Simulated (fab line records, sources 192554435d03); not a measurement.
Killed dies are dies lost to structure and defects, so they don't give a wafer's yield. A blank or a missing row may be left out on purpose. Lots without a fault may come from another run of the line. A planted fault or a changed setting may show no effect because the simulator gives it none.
Chamber matching | flow n5_finfet | N5_BEOL_M0_ALD_136 on ald_metal-02: 4 sister chambers
The step deposits TaN, pulse time 2 s, purge time 3 s, co reactant purge time 2 s. 8 wafers are shown with their chamber, then 9 later ones without.

WAFERS WITH THEIR CHAMBER
wafer  | chamber | heater_power_w (W)
L083.3 | 2       | 403
L084.2 | 0       | 424
L084.5 | 2       | 394
L088.1 | 1       | 393
L088.4 | 3       | 382
L089.3 | 1       | 397
L089.4 | 0       | 430
L089.6 | 3       | 383

WAFERS WITHOUT THEIR CHAMBER
wafer  | heater_power_w (W)
L091.3 | 427
L091.5 | 376
L091.6 | 394
L093.3 | 428
L093.4 | 435
L093.6 | 403
L092.1 | 374
L092.3 | 434
L092.5 | 404

WHICH CHAMBER EACH WENT THROUGH
wafer  | from the rows above     | in truth
L091.3 | 0                       | 0
L091.5 | 3                       | 3
L091.6 | can't be placed: 1 or 2 | 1
L093.3 | 0                       | 0
L093.4 | 0                       | 0
L093.6 | can't be placed: 2 or 1 | 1
L092.1 | 3                       | 3
L092.3 | 0                       | 0
L092.5 | can't be placed: 2 or 1 | 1
Placed correctly: 6 of 9. Can't be placed from these rows: 3 (the true chamber is among the candidates in 3). Placed wrongly: 0.
How it was worked out, from the rows above alone: a wafer's distance from a chamber is the root of the sum, over the readings, of the square of ((its reading less the chamber's mean) divided by the reading's scatter). The wafer belongs to the nearest chamber; if the next one is less than 2 further off, it can't be placed. A chamber's mean is the mean of its shown wafers. The scatter: the root of (the sum of the squares of (reading less its chamber's mean) over the shown wafers, divided by (wafers less chambers)).
